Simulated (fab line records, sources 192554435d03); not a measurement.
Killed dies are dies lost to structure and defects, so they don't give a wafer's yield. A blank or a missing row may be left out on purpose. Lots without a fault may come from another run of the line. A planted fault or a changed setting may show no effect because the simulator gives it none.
Chamber matching | flow n5_finfet | N5_BEOL_M9_ETCH_62 on rie_diel-01: 4 sister chambers
The step etches SOC in N2/H2, target depth 110 nm, overetch 22 nm, time 165 s. 16 wafers are shown with their chamber, then 8 later ones without.

WAFERS WITH THEIR CHAMBER
wafer  | chamber | showerhead_plenum_p_Torr (Torr) | throttle_valve_pct (%) | drypump_motor_current_A (A)
L076.2 | 2       | 2.60                            | 17.80                  | 5.7
L076.5 | 0       | 2.56                            | 17.61                  | 6.5
L076.6 | 1       | 2.69                            | 17.34                  | 5.8
L075.1 | 3       | 2.48                            | 17.20                  | 5.4
L075.2 | 1       | 2.69                            | 17.35                  | 5.8
L075.5 | 1       | 2.69                            | 17.35                  | 5.8
L077.1 | 0       | 2.55                            | 17.64                  | 6.5
L077.5 | 1       | 2.69                            | 17.35                  | 5.8
L077.6 | 2       | 2.60                            | 17.80                  | 5.8
L080.3 | 1       | 2.69                            | 17.36                  | 5.8
L080.4 | 0       | 2.55                            | 17.63                  | 6.5
L080.5 | 3       | 2.48                            | 17.21                  | 5.3
L083.3 | 1       | 2.69                            | 17.38                  | 5.8
L083.5 | 3       | 2.48                            | 17.22                  | 5.3
L083.6 | 0       | 2.55                            | 17.64                  | 6.4
L093.1 | 2       | 2.59                            | 17.85                  | 5.7

SIGNATURES (means of the wafers above)
reading                  | chamber 0 | chamber 1 | chamber 2 | chamber 3 | scatter within a chamber
showerhead_plenum_p_Torr | 2.5525    | 2.6900    | 2.5967    | 2.4800    | 0.00344
throttle_valve_pct       | 17.6300   | 17.3550   | 17.8167   | 17.2100   | 0.0169
drypump_motor_current_A  | 6.475     | 5.800     | 5.733     | 5.333     | 0.0417
Rule: a wafer's distance from a chamber is the root of the sum, over the readings, of the square of ((its reading less the chamber's mean) divided by the reading's scatter). The wafer belongs to the nearest chamber; if the next one is less than 2 further off, it can't be placed. The scatter: the root of (the sum of the squares of (reading less its chamber's mean) over the shown wafers, divided by (wafers less chambers)).

WAFERS WITHOUT THEIR CHAMBER
wafer  | showerhead_plenum_p_Torr (Torr) | throttle_valve_pct (%) | drypump_motor_current_A (A)
L093.5 | 2.54                            | 17.68                  | 6.4
L093.6 | 2.68                            | 17.41                  | 5.7
L095.2 | 2.54                            | 17.70                  | 6.5
L095.3 | 2.59                            | 17.85                  | 5.7
L095.4 | 2.46                            | 17.29                  | 5.3
L097.1 | 2.67                            | 17.41                  | 5.8
L097.2 | 2.46                            | 17.26                  | 5.4
L097.3 | 2.59                            | 17.84                  | 5.7

WHICH CHAMBER EACH WENT THROUGH
wafer  | from the rows above | in truth
L093.5 | 0                   | 0
L093.6 | 1                   | 1
L095.2 | 0                   | 0
L095.3 | 2                   | 2
L095.4 | 3                   | 3
L097.1 | 1                   | 1
L097.2 | 3                   | 3
L097.3 | 2                   | 2
Placed correctly: 8 of 8. Can't be placed from these rows: 0. Placed wrongly: 0.
